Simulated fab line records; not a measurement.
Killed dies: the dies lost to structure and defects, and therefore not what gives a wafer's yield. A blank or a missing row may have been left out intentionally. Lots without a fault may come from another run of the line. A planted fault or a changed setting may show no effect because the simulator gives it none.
Chamber matching || flow n5 finfet || 3 sister chambers for N5_BEOL_M0_SAQP_PECVD_00 on pecvd-01
The step deposits SiCN from 3MS/NH3, target thk 8 nm, time 14 s. 3 wafers are shown with their chamber, then 10 later ones without.

== WAFERS PAIRED WITH THEIR CHAMBERS ==
{"wafer": "L090.5", "chamber": 1, "throttle valve pct (%)": 8.6}
{"wafer": "L091.2", "chamber": 2, "throttle valve pct (%)": 8.9}
{"wafer": "L091.3", "chamber": 0, "throttle valve pct (%)": 9.6}

== WAFERS WHOSE CHAMBER IS MISSING ==
{"wafer": "L091.6", "throttle valve pct (%)": 8.8}
{"wafer": "L092.1", "throttle valve pct (%)": 8.9}
{"wafer": "L092.2", "throttle valve pct (%)": 9.4}
{"wafer": "L092.5", "throttle valve pct (%)": 9.8}
{"wafer": "L093.1", "throttle valve pct (%)": 9.0}
{"wafer": "L093.2", "throttle valve pct (%)": 8.7}
{"wafer": "L093.5", "throttle valve pct (%)": 8.7}
{"wafer": "L097.1", "throttle valve pct (%)": 9.5}
{"wafer": "L097.4", "throttle valve pct (%)": 9.0}
{"wafer": "L097.6", "throttle valve pct (%)": 9.6}

== CHAMBER TAKEN BY EACH ==
{"wafer": "L091.6", "from the rows above": "can't be placed: 2 or 1", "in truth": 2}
{"wafer": "L092.1", "from the rows above": 2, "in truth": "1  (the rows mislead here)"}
{"wafer": "L092.2", "from the rows above": 0, "in truth": 0}
{"wafer": "L092.5", "from the rows above": 0, "in truth": 0}
{"wafer": "L093.1", "from the rows above": 2, "in truth": 2}
{"wafer": "L093.2", "from the rows above": "can't be placed: 1 or 2", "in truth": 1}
{"wafer": "L093.5", "from the rows above": "can't be placed: 1 or 2", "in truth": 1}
{"wafer": "L097.1", "from the rows above": 0, "in truth": 0}
{"wafer": "L097.4", "from the rows above": 2, "in truth": 2}
{"wafer": "L097.6", "from the rows above": 0, "in truth": 0}
Correct placement for 6 of the 10. Not placeable from these rows: 3 (in 3, the candidates include the true chamber). 1 placed wrongly.
How it was worked out, from the rows above alone: a wafer's distance from a chamber is the root of the sum, over the readings, of the square of ((its reading less the chamber's mean) divided by the reading's scatter). The wafer belongs to the nearest chamber; if the next one is less than 2 further off, it can't be placed. The mean given for a chamber averages the wafers shown for that chamber. The scatter (one wafer shown for each chamber): square how far every hidden wafer sits from the nearest shown wafer, average those squares and take the square root.
